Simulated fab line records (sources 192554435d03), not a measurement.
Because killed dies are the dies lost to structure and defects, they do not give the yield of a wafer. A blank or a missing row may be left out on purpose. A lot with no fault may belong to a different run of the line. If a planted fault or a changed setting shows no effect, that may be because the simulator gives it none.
fab line records	flow n5-finfet
record: lots: 7	wafers: 21
route steps=1938 shown BEOL_M11@1546 BEOL_M12@1623 BEOL_M13@1681 BEOL_M14@1718 BEOL_M15@1797
start-h: the number of hours between the record's first day and the start of the first shown wafer of the lot	wait-h: how many hours have passed since the lot's step before this one	" as in the row above	L1.1+2: a single row standing in for several wafers	- no value, or no start was given	* or withheld: withheld	< > ~ a bound
route shown NAME@n: NAME is a module with steps in the file, n the number in the route of the first one	usual: mean and standard deviation over wafers with no fault	same: alike in all rows	chamber/n: place in a boat	sites: the reading at each site	_std_site: their standard deviation	_edge_site: mean of outer sites minus mean of inner sites	radius-mm: how far each site lies from the wafer's centre	mask NAME#n: copy n	behind: the most recent tool/chamber to have shaped the wafer	hold: reason for holding the lot/hours on hold/outcome of the hold	device: which transistor (n, p or np) failed to switch	end of line: at the end of the route, the tests of the same wafers	where a step has no rows: the recipe by itself	killed: not the wafer's yield, but the dies lost to structure and defects at the first sort	map: shows each die of a wafer: x if killed, . if not, _ if none is there
set.NAME: the run value of the setting; set.NAME@STEP: its run value at that earlier step	model.NAME: the simulator's own value behind a step, which no gauge read
lots with deliberately changed settings; one table per step, one row per wafer
== steps ==
step: N5_BEOL_M11_EXPOSE_08
recipe: mask-id: M11	na: 1.35	source-shape: dipole	sigma-inner: 0.411	sigma-outer: 0.611	polarization: te	dose-mj: 53.75
lot.wafer	tool	chamber	start-h	wait-h	mask	set.dose-mj
L074.1+4	arfi-scanner-03	0	220.16	-	M11#0	53.75
L074.2	"	0	"	"	M11#0	57.64
L081.2+3	arfi-scanner-02	0	289.66	-	M11#0	53.75
L081.5	"	0	"	"	M11#0	55.97
L088.2+6	arfi-scanner-03	0	315.91	-	M11#0	53.75
L088.3	"	0	"	"	M11#0	50.26
L089.2+3	arfi-scanner-01	0	333.41	-	M11#0	56.09
L089.4	"	0	"	"	M11#0	53.75
L091.2	arfi-scanner-01	0	342.28	-	M11#0	52.33
L091.4+5	"	0	"	"	M11#0	53.75
L094.1+4+6	arfi-scanner-02	0	356.14	-	M11#0	53.75
L096.1+4+6	arfi-scanner-03	0	372.85	-	M11#0	53.75
step: N5_BEOL_M11_PEB_09
recipe: peb-temp-c: withheld	peb-time-s: 60	resist: CAR-ArF
step: N5_BEOL_M11_DEVELOP_10
recipe: develop-time-s: 30	developer: TMAH	resist: CAR-ArF	rinse-liquid: diw	dry: air-spin	dev-temp-c: 23
step: N5_BEOL_M11_CD_MEAS_11
recipe: target-cd-nm: 64.1	landing-energy-ev: 500	detector: se-inlens	polarity: opening
usual: cd-nm: 64.3/0.59
lot.wafer	tool	chamber	start-h	wait-h	set.dose-mj@BEOL_M11_EXPOSE_08	cd-nm
L074.1	cd-sem-01	0	220.29	-	53.75	64.4
L074.2	"	0	"	"	57.64	69.0
L074.4	"	0	"	"	53.75	65.3
L081.2	cd-sem-01	0	289.78	-	53.75	64.2
L081.3	"	0	"	"	53.75	64.6
L081.5	"	0	"	"	55.97	66.2
L088.2	cd-sem-03	0	316.03	-	53.75	65.2
L088.3	"	0	"	"	50.26	61.2
L088.6	"	0	"	"	53.75	65.0
L089.2	cd-sem-03	0	333.53	-	56.09	66.9
L089.3	"	0	"	"	56.09	67.1
L089.4	"	0	"	"	53.75	64.3
L091.2	cd-sem-02	0	342.40	-	52.33	62.3
L091.4	"	0	"	"	53.75	63.4
L091.5	"	0	"	"	53.75	64.4
L094.1	cd-sem-03	0	356.26	-	53.75	63.7
L094.4	"	0	"	"	53.75	64.3
L094.6	"	0	"	"	53.75	64.6
L096.1	cd-sem-02	0	372.98	-	53.75	64.7
L096.4	"	0	"	"	53.75	64.1
L096.6	"	0	"	"	53.75	64.7
step: N5_BEOL_M11_DESCUM_16
recipe: chemistry: O2	time-s: 7.9	source-power-w: 50	bias-power-w: 20	pressure-mtorr: 20	rf-frequency-hz: 2.712e+07	temp-c: 40	resist: CAR-ArF	o2-flow-sccm: 225
step: N5_BEOL_M11_ETCH_61
recipe: chemistry: CF4	target: SiARC	target-depth-a: 390	mask-material: CAR-ArF	time-s: 65	ion-energy-ev: 80	pressure-mtorr: 40	source-w: 545	bias-w: 36	Ar_flow_sccm: 100	cf4-flow-sccm: 100	ends: cleared
lot.wafer	tool	chamber	start-h	wait-h	set.dose-mj@BEOL_M11_EXPOSE_08	model.BEOL_M11.cd-offset-nm
L074.1	rie-diel-03	1	220.58	0.0	53.75	-0.2
L074.2	"	3	"	"	57.64	4.6
L074.4	"	2	"	"	53.75	1
L081.2	rie-diel-05	1	290.30	0.0	53.75	0.2
L081.3	"	2	"	"	53.75	0.4
L081.5	"	2	"	"	55.97	2.2
L088.2	rie-diel-02	1	316.15	0.0	53.75	0.8
L088.3	"	3	"	"	50.26	-3.4
L088.6	"	3	"	"	53.75	0.6
L089.2+3	rie-diel-03	2,3	334.02	0.0	56.09	3.2
L089.4	"	0	"	"	53.75	0.8
L091.2	rie-diel-02	2	342.52	0.0	52.33	-1.6
L091.4	"	3	"	"	53.75	-0.6
L091.5	"	3	"	"	53.75	0.6
L094.1	rie-diel-02	3	356.52	0.0	53.75	-0.8
L094.4	"	1	"	"	53.75	0.2
L094.6	"	0	"	"	53.75	0.4
L096.1	rie-diel-02	2	373.40	0.0	53.75	0.6
L096.4	"	3	"	"	53.75	0
L096.6	"	1	"	"	53.75	0.8
step: N5_BEOL_M11_ETCH_62
recipe: chemistry: N2/H2	target: SOC	target-depth-a: 1100	overetch-a: 220	mask-material: SiARC	temp-c: 40	time-s: 165	ion-energy-ev: 200	pressure-mtorr: 30	source-w: 840	bias-w: 150	n2-flow-sccm: 200	h2-flow-sccm: 200
lot.wafer	tool	chamber	start-h	wait-h	set.spin-rpm@BEOL_M11_COAT_59	set.dose-mj@BEOL_M11_EXPOSE_08	model.etch.depth-nm	model.BEOL_M11.cd-offset-nm
L074.1	rie-diel-03	1	220.63	0.0	1500	53.75	100.3	0.4
L074.2	"	3	"	"	1500	57.64	100.1	5
L074.4	"	2	"	"	1500	53.75	100.2	1.2
L081.2	rie-diel-05	1	290.35	0.0	1500	53.75	99.68	-0.2
L081.3	"	2	"	"	1500	53.75	99.8	0.4
L081.5	"	2	"	"	1348	55.97	105.2	2.4
L088.2	rie-diel-02	1	316.20	0.0	1436	53.75	102.1	1.2
L088.3	"	3	"	"	1436	50.26	102.2	-3.6
L088.6	"	3	"	"	1436	53.75	101.9	0.4
L089.2	rie-diel-03	2	334.07	0.0	1500	56.09	100.5	3.6
L089.3	"	3	"	"	1500	56.09	100.7	3.4
L089.4	"	0	"	"	1375	53.75	105.1	1
L091.2	rie-diel-02	2	342.57	0.0	1500	52.33	99.77	-1.6
L091.4	"	3	"	"	1426	53.75	102.4	-1
L091.5	"	3	"	"	1500	53.75	99.98	0.2
L094.1	rie-diel-02	3	356.57	0.0	1500	53.75	100.2	-0.8
L094.4	"	1	"	"	1500	53.75	100.2	0.6
L094.6	"	0	"	"	1500	53.75	100.1	0.2
L096.1	rie-diel-02	2	373.45	0.0	1500	53.75	99.77	0.4
L096.4	"	3	"	"	1500	53.75	99.61	0
L096.6	"	1	"	"	1500	53.75	99.68	0.8
step: N5_BEOL_M11_STRIP_68
recipe: chemistry: N2/H2	temp-c: 40	n2-flow-sccm: 200	h2-flow-sccm: 200	rf-frequency-hz: 6e+07
step: N5_BEOL_M11_STRIP_67
recipe: chemistry: CF4	resist: SiARC	power-w: 300	bias-power-w: 75	pressure-mtorr: 50	cf4-flow-sccm: 150	rf-frequency-hz: 6e+07
step: N5_BEOL_M11_HM_OPEN_17
recipe: chemistry: Cl2/BCl3	target-depth-a: 200	overetch-a: 60	target: TiN	mask-material: SOC	ion-energy-ev: 150	pressure-mtorr: 10	icp-w: 1000	bias-w: 126	Cl2_flow_sccm: 53.25	bcl3-flow-sccm: 21.75	Ar_flow_sccm: 25
lot.wafer	tool	chamber	start-h	wait-h	set.dose-mj@BEOL_M11_EXPOSE_08	model.BEOL_M11.cd-offset-nm
L074.1	rie-metal-02	1	220.81	0.0	53.75	0.2
L074.2	"	0	"	"	57.64	4.8
L074.4	"	0	"	"	53.75	1.4
L081.2	rie-metal-01	0	290.53	0.0	53.75	-0.2
L081.3	"	1	"	"	53.75	0.4
L081.5	"	1	"	"	55.97	2.4
L088.2	rie-metal-01	1	316.39	0.0	53.75	1.4
L088.3	"	1	"	"	50.26	-3.6
L088.6	"	1	"	"	53.75	0.4
L089.2	rie-metal-02	0	334.26	0.0	56.09	3.6
L089.3	"	1	"	"	56.09	3.4
L089.4	"	0	"	"	53.75	1.2
L091.2	rie-metal-03	1	342.79	0.1	52.33	-1.8
L091.4	"	1	"	"	53.75	-1
L091.5	"	1	"	"	53.75	0
L094.1	rie-metal-01	0	356.76	0.0	53.75	-0.6
L094.4	"	0	"	"	53.75	0.6
L094.6	"	0	"	"	53.75	0.2
L096.1	rie-metal-02	0	373.64	0.0	53.75	0.4
L096.4	"	1	"	"	53.75	0
L096.6	"	1	"	"	53.75	0.8
step: N5_BEOL_M11_STRIP_19
recipe: chemistry: O2	power-w: 400	temp-c: 40	pressure-mtorr: 30	rf-frequency-hz: 6e+07	bias-power-w: 0	overash-fraction: 0.2	o2-flow-sccm: 225
step: N5_BEOL_M11_CD_MEAS_18
recipe: pitch-nm: 140	target-cd-nm: 70
usual: cd-nm: 70.2/0.76
lot.wafer	tool	chamber	start-h	wait-h	set.dose-mj@BEOL_M11_EXPOSE_08	cd-nm
L074.1	cd-sem-01	-	221.00	0.0	53.75	70.6
L074.2	"	-	"	"	57.64	74.8
L074.4	"	-	"	"	53.75	71.2
L081.2	cd-sem-03	-	290.95	0.1	53.75	69.8
L081.3	"	-	"	"	53.75	70.3
L081.5	"	-	"	"	55.97	72.3
L088.2	cd-sem-01	-	316.57	0.1	53.75	71.1
L088.3	"	-	"	"	50.26	66.7
L088.6	"	-	"	"	53.75	70.3
L089.2	cd-sem-01	-	334.44	0.1	56.09	73.2
L089.3	"	-	"	"	56.09	73.4
L089.4	"	-	"	"	53.75	71.1
L091.2	cd-sem-03	-	343.03	0.1	52.33	68.0
L091.4	"	-	"	"	53.75	69.2
L091.5	"	-	"	"	53.75	70.0
L094.1	cd-sem-02	-	356.95	0.0	53.75	68.9
L094.4	"	-	"	"	53.75	70.8
L094.6	"	-	"	"	53.75	70.5
L096.1	cd-sem-02	-	373.82	0.0	53.75	70.7
L096.4	"	-	"	"	53.75	70.3
L096.6	"	-	"	"	53.75	70.8
step: N5_BEOL_M11_COAT_63
recipe: resist: SOC	temp-c: 250	time-s: 60	spin-rpm: 1500	resist-thk-nm: 100
step: N5_BEOL_M11_COAT_64
recipe: resist: SiARC	temp-c: 220	time-s: 60	spin-rpm: 1500	resist-thk-nm: 30
step: N5_BEOL_M11_PRECLEAN_42
recipe: chemistry: residue-remover	time-s: 60	temp-c: 40
step: N5_BEOL_M11_SRD_43
recipe: time-s: 30	temp-c: 23	rinse-liquid: diw	dry: ipa-marangoni
step: N5_BEOL_M11_CD_MEAS_35
recipe: target-cd-nm: 70	polarity: opening
usual: cd-nm: 70.1/0.77
lot.wafer	tool	chamber	start-h	wait-h	set.dose-mj@BEOL_M11_EXPOSE_08	cd-nm
L074.1	cd-sem-02	-	223.96	0.0	53.75	70.3
L074.2	"	-	"	"	57.64	74.6
L074.4	"	-	"	"	53.75	71.4
L081.2	cd-sem-03	-	294.15	0.0	53.75	69.7
L081.3	"	-	"	"	53.75	70.4
L081.5	"	-	"	"	55.97	71.9
L088.2	cd-sem-01	-	318.77	0.0	53.75	71.2
L088.3	"	-	"	"	50.26	66.3
L088.6	"	-	"	"	53.75	71.1
L089.2	cd-sem-01	-	338.44	0.0	56.09	73.5
L089.3	"	-	"	"	56.09	73.5
L089.4	"	-	"	"	53.75	71.3
L091.2	cd-sem-03	-	344.49	0.0	52.33	67.7
L091.4	"	-	"	"	53.75	68.9
L091.5	"	-	"	"	53.75	69.8
L094.1	cd-sem-03	-	358.52	0.0	53.75	69.5
L094.4	"	-	"	"	53.75	70.6
L094.6	"	-	"	"	53.75	70.1
L096.1	cd-sem-02	-	375.73	0.0	53.75	70.0
L096.4	"	-	"	"	53.75	70.1
L096.6	"	-	"	"	53.75	70.6
step: N5_BEOL_M12_COAT_65
recipe: resist: SOC	temp-c: 250	time-s: 60	spin-rpm: 1500	resist-thk-nm: 300
lot.wafer	tool	chamber	start-h	wait-h	set.spin-rpm	model.SOC_of_BEOL_M12_COAT_65.thk-nm
L074.1	litho-track-05	0	228.45	0.0	1359	315.8
L074.2	"	0	"	"	1359	316.8
L074.4	"	0	"	"	1500	300.2
L081.2	litho-track-03	0	297.61	0.0	1402	309.8
L081.3	"	0	"	"	1500	299.2
L081.5	"	0	"	"	1500	299.4
L088.2	litho-track-03	0	324.27	0.0	1338	315.6
L088.3	"	0	"	"	1500	298.6
L088.6	"	0	"	"	1500	297.8
L089.2	litho-track-05	0	342.28	0.0	1568	295
L089.3	"	0	"	"	1500	301
L089.4	"	0	"	"	1568	294.8
L091.2	litho-track-02	0	348.55	0.0	1500	300.8
L091.4	"	0	"	"	1422	310
L091.5	"	0	"	"	1422	308.8
L094.1	litho-track-05	0	366.91	0.0	1500	301
L094.4	"	0	"	"	1500	301.2
L094.6	"	0	"	"	1500	301.4
L096.1	litho-track-03	0	379.74	0.0	1500	299
L096.4	"	0	"	"	1500	298.8
L096.6	"	0	"	"	1500	299.2
step: N5_BEOL_M13_COAT_66
recipe: resist: SiARC	temp-c: 220	time-s: 60	spin-rpm: 1500	resist-thk-nm: 110
lot.wafer	tool	chamber	start-h	wait-h	set.spin-rpm	model.SiARC_of_BEOL_M13_COAT_66.thk-nm
L074.1	litho-track-03	0	-	-	1500	110
L074.2	"	0	"	"	1546	108.2
L074.4	"	0	"	"	1546	108.6
L081.2	litho-track-03	0	-	-	1500	109.8
L081.3	"	0	"	"	1500	109.6
L081.5	"	0	"	"	1500	110
L088.2	litho-track-01	0	-	-	1500	110
L088.3	"	0	"	"	1566	108
L088.6	"	0	"	"	1500	110.2
L089.2	litho-track-01	0	-	-	1554	108.2
L089.3	"	0	"	"	1500	110
L089.4	"	0	"	"	1554	108.6
L091.2	litho-track-04	0	-	-	1500	109.4
L091.4	"	0	"	"	1585	106.2
L091.5	"	0	"	"	1500	109.6
L094.1	litho-track-01	0	-	-	1616	105.6
L094.4	"	0	"	"	1500	109.6
L094.6	"	0	"	"	1500	109.8
L096.1+4+6	litho-track-03	0	-	-	1500	109.8
step: N5_BEOL_M13_COAT_22
recipe: spin-rpm: 2888	resist-thk-nm: 300
step: N5_BEOL_M13_EBR_24
recipe: solvent: PGMEA	ebr-width-mm: 1.5
step: N5_BEOL_M13_DESCUM_33
recipe: chemistry: O2	time-s: 7.9	source-power-w: 50	bias-power-w: 20	pressure-mtorr: 20	rf-frequency-hz: 2.712e+07	temp-c: 40	o2-flow-sccm: 225
step: N5_BEOL_M13_ETCH_67
recipe: chemistry: CF4	target: SiARC	target-depth-a: 1430	time-s: 238.3	ion-energy-ev: 80	pressure-mtorr: 40	source-w: 545	bias-w: 36	Ar_flow_sccm: 100	cf4-flow-sccm: 100	ends: cleared
lot.wafer	tool	chamber	start-h	wait-h	set.spin-rpm@BEOL_M13_COAT_66	model.etch.depth-nm
L074.1	rie-diel-02	3	234.87	0.0	1500	110.1
L074.2	"	1	"	"	1546	108.2
L074.4	"	3	"	"	1546	108.5
L081.2	rie-diel-02	2	304.23	0.0	1500	109.8
L081.3	"	0	"	"	1500	109.7
L081.5	"	2	"	"	1500	110
L088.2+6	rie-diel-05	0,3	334.63	0.0	1500	110.1
L088.3	"	3	"	"	1566	108
L089.2	rie-diel-03	1	349.28	0.0	1554	108.2
L089.3	"	2	"	"	1500	110.1
L089.4	"	3	"	"	1554	108.5
L091.2	rie-diel-03	0	353.09	0.0	1500	109.4
L091.4	"	1	"	"	1585	106.2
L091.5	"	1	"	"	1500	109.6
L094.1	rie-diel-05	0	372.87	0.0	1616	105.5
L094.4	"	2	"	"	1500	109.5
L094.6	"	2	"	"	1500	109.8
L096.1	rie-diel-03	0	384.72	0.0	1500	109.7
L096.4+6	"	3,1	"	"	1500	109.9
step: N5_BEOL_M13_ETCH_68
recipe: chemistry: N2/H2	target: SOC	mask-material: SiARC	source-w: 3000	bias-w: 350	temp-c: 40	time-s: 355	ion-energy-ev: 200	pressure-mtorr: 30	n2-flow-sccm: 200	h2-flow-sccm: 200
lot.wafer	tool	chamber	start-h	wait-h	set.spin-rpm@BEOL_M13_COAT_66	model.SiARC_of_BEOL_M13_COAT_66.thk-nm
L074.1	rie-diel-02	3	235.02	0.1	1500	77.8
L074.2	"	1	"	"	1546	75.4
L074.4	"	3	"	"	1546	76
L081.2	rie-diel-02	2	304.38	0.1	1500	76.8
L081.3	"	0	"	"	1500	75.8
L081.5	"	2	"	"	1500	77
L088.2	rie-diel-05	0	334.78	0.1	1500	78
L088.3	"	3	"	"	1566	75.4
L088.6	"	3	"	"	1500	77.8
L089.2	rie-diel-03	1	349.43	0.1	1554	75
L089.3	"	2	"	"	1500	77
L089.4	"	3	"	"	1554	76.8
L091.2	rie-diel-03	0	353.23	0.1	1500	76.2
L091.4	"	1	"	"	1585	73.6
L091.5	"	1	"	"	1500	77.2
L094.1	rie-diel-05	0	373.02	0.1	1616	73.6
L094.4	"	2	"	"	1500	77
L094.6	"	2	"	"	1500	77.2
L096.1	rie-diel-03	0	384.87	0.1	1500	76.2
L096.4	"	3	"	"	1500	78
L096.6	"	1	"	"	1500	76.8
step: N5_BEOL_M13_CMP_49
recipe: stop-on: SiOC	t-overpolish-s: 17.1	down-force-psi: 1	platen-rpm: 50	clearing-platen-down-force-psi: 1.5	clearing-platen-rpm: 50	post-cmp-clean: cu-alkaline	target-thk-nm: 420	clearing-platen-pad-velocity-m-s: 0.99484	pad-velocity-m-s: 0.99484
usual: barrier-field-endpoint-s: 30.3/0.88
lot.wafer	tool	chamber	start-h	wait-h	set.down-force-psi	barrier-field-endpoint-s
L074.4	cmp-04	0	246.18	0.1	1	29.4
L074.1	"	2	"	"	1	30.7
L074.2	"	3	"	"	0.8475	34.6
L081.3	cmp-02	1	307.43	0.2	1	30.4
L081.2	"	2	"	"	0.7853	36.9
L081.5	"	2	"	"	1	29.5
L088.2	cmp-04	0	340.52	0.2	0.8103	37.9
L088.3	"	1	"	"	0.8103	37.1
L088.6	"	0	"	"	1	30.4
L089.3	cmp-02	1	352.80	0.2	1.084	27.7
L089.2	"	3	"	"	1	29.0
L089.4	"	0	"	"	1.084	28.3
L091.4	cmp-02	2	355.24	0.2	1	28.7
L091.2	"	3	"	"	1	28.4
L091.5	"	1	"	"	1	29.5
L094.4	cmp-04	0	377.25	0.2	1	30.6
L094.1	"	2	"	"	1	31.0
L094.6	"	0	"	"	1	30.6
L096.4	cmp-02	1	386.46	0.1	1	31.8
L096.1	"	2	"	"	1	29.5
L096.6	"	1	"	"	1	31.4
step: N5_BEOL_M14_COAT_58
recipe: resist: BARC	temp-c: 205	time-s: 60	spin-rpm: 1500	resist-thk-nm: 89
lot.wafer	tool	chamber	start-h	wait-h	set.spin-rpm	model.BARC_of_BEOL_M14_COAT_58.thk-nm
L074.1	litho-track-05	0	246.89	0.0	1500	89.2
L074.2	"	0	"	"	1500	89
L074.4	"	0	"	"	1500	88.8
L081.2	litho-track-05	0	308.14	0.0	1500	89.2
L081.3+5	"	0	"	"	1500	89
L088.2	litho-track-02	0	341.23	0.0	1500	89.8
L088.3	"	0	"	"	1500	89.2
L088.6	"	0	"	"	1500	89.6
L089.2+3	litho-track-05	0	353.50	0.0	1500	89.6
L089.4	"	0	"	"	1365	93.6
L091.2+4	litho-track-01	0	355.91	0.0	1500	89.2
L091.5	"	0	"	"	1580	86.8
L094.1	litho-track-01	0	377.92	0.0	1571	86.8
L094.4	"	0	"	"	1500	89
L094.6	"	0	"	"	1571	87
L096.1+4+6	litho-track-02	0	387.21	0.0	1500	89
step: N5_BEOL_M14_COAT_04
recipe: spin-rpm: 1704	resist-thk-nm: 800
step: N5_BEOL_M14_EBR_06
recipe: solvent: PGMEA	ebr-width-mm: 1.5
step: N5_BEOL_M14_DESCUM_15
recipe: chemistry: O2	time-s: 7.9	source-power-w: 50	bias-power-w: 20	pressure-mtorr: 20	rf-frequency-hz: 2.712e+07	temp-c: 40	o2-flow-sccm: 225
step: N5_BEOL_M14_ETCH_59
recipe: chemistry: N2/H2	target: BARC	target-depth-a: 890	overetch-a: 267	time-s: 67.9	ion-energy-ev: 200	pressure-mtorr: 30	source-w: 840	bias-w: 150	n2-flow-sccm: 200	h2-flow-sccm: 200
lot.wafer	tool	chamber	start-h	wait-h	set.spin-rpm@BEOL_M14_COAT_58	model.etch.depth-nm
L074.1	rie-diel-04	2	247.41	0.0	1500	89.12
L074.2	"	3	"	"	1500	88.91
L074.4	"	0	"	"	1500	88.83
L081.2	rie-diel-06	2	308.75	0.0	1500	89.27
L081.3	"	0	"	"	1500	88.92
L081.5	"	2	"	"	1500	89.05
L088.2	rie-diel-06	3	341.63	0.0	1500	89.75
L088.3	"	0	"	"	1500	89.28
L088.6	"	3	"	"	1500	89.6
L089.2+3	rie-diel-06	2,0	354.05	0.0	1500	89.56
L089.4	"	3	"	"	1365	93.68
L091.2	rie-diel-04	1	356.43	0.0	1500	89.17
L091.4	"	3	"	"	1500	89.28
L091.5	"	0	"	"	1580	86.87
L094.1	rie-diel-06	3	378.32	0.0	1571	86.79
L094.4	"	1	"	"	1500	89.1
L094.6	"	1	"	"	1571	87.09
L096.1	rie-diel-06	1	387.65	0.0	1500	89.08
L096.4	"	2	"	"	1500	88.94
L096.6	"	0	"	"	1500	89.01
step: N5_BEOL_M15_COAT_22
recipe: spin-rpm: 1704	resist-thk-nm: 800
lot.wafer	tool	chamber	start-h	wait-h	set.spin-rpm	model.coat_of_BEOL_M15_COAT_22.thk-nm
L074.1	litho-track-03	0	-	-	1704	798.4
L074.2	"	0	"	"	1704	799.4
L074.4	"	0	"	"	1535	841.8
L081.2	litho-track-05	0	-	-	1805	779.2
L081.3	"	0	"	"	1704	799.4
L081.5	"	0	"	"	1805	780.2
L088.2	litho-track-03	0	-	-	1519	843
L088.3	"	0	"	"	1704	796.2
L088.6	"	0	"	"	1519	842
L089.2	litho-track-05	0	-	-	1799	780.8
L089.3	"	0	"	"	1704	799.6
L089.4	"	0	"	"	1704	801.4
L091.2	litho-track-05	0	-	-	1704	801
L091.4+5	"	0	"	"	1704	799
L094.1	litho-track-04	0	-	-	1523	850.2
L094.4	"	0	"	"	1704	799.2
L094.6	"	0	"	"	1523	848.2
L096.1+4	litho-track-04	0	-	-	1704	799.8
L096.6	"	0	"	"	1704	800.8
== key ==
split: step: N5_BEOL_M11_EXPOSE_08	setting: dose-mj	stated: 53.75	by: wafer
response: step: N5_BEOL_M11_CD_MEAS_11	reading: cd-nm	change: +0.576	per: 1%	r: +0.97
response: step: N5_BEOL_M11_ETCH_61	reading: model.BEOL_M11.cd-offset-nm	change: +0.578	per: 1%	r: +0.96
response: step: N5_BEOL_M11_ETCH_62	reading: model.BEOL_M11.cd-offset-nm	change: +0.6	per: 1%	r: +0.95
response: step: N5_BEOL_M11_HM_OPEN_17	reading: model.BEOL_M11.cd-offset-nm	change: +0.59	per: 1%	r: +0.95
response: step: N5_BEOL_M11_CD_MEAS_18	reading: cd-nm	change: +0.566	per: 1%	r: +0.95
response: step: N5_BEOL_M11_CD_MEAS_35	reading: cd-nm	change: +0.581	per: 1%	r: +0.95
split: step: N5_BEOL_M12_COAT_65	setting: spin-rpm	stated: 1500	by: wafer
response: step: N5_BEOL_M12_COAT_65	reading: model.SOC_of_BEOL_M12_COAT_65.thk-nm	change: -1.63	per: 1%	r: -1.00
split: step: N5_BEOL_M13_COAT_66	setting: spin-rpm	stated: 1500	by: wafer
response: step: N5_BEOL_M13_COAT_66	reading: model.SiARC_of_BEOL_M13_COAT_66.thk-nm	change: -0.526	per: 1%	r: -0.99
response: step: N5_BEOL_M13_ETCH_67	reading: model.etch.depth-nm	change: -0.537	per: 1%	r: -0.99
response: step: N5_BEOL_M13_ETCH_68	reading: model.SiARC_of_BEOL_M13_COAT_66.thk-nm	change: -0.494	per: 1%	r: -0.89
split: step: N5_BEOL_M13_CMP_49	setting: down-force-psi	stated: 1	by: wafer
response: step: N5_BEOL_M13_CMP_49	reading: barrier-field-endpoint-s	change: -0.323	per: 1%	r: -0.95
split: step: N5_BEOL_M14_COAT_58	setting: spin-rpm	stated: 1500	by: wafer
response: step: N5_BEOL_M14_COAT_58	reading: model.BARC_of_BEOL_M14_COAT_58.thk-nm	change: -0.446	per: 1%	r: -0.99
response: step: N5_BEOL_M14_ETCH_59	reading: model.etch.depth-nm	change: -0.454	per: 1%	r: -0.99
split: step: N5_BEOL_M15_COAT_22	setting: spin-rpm	stated: 1704	by: wafer
response: step: N5_BEOL_M15_COAT_22	reading: model.coat_of_BEOL_M15_COAT_22.thk-nm	change: -4.26	per: 1%	r: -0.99
split outside-this-file step=N5_BEOL_M11_COAT_59 setting=spin-rpm
split outside-this-file: this setting was split too, and the file shows its column; the key of that split is in another file
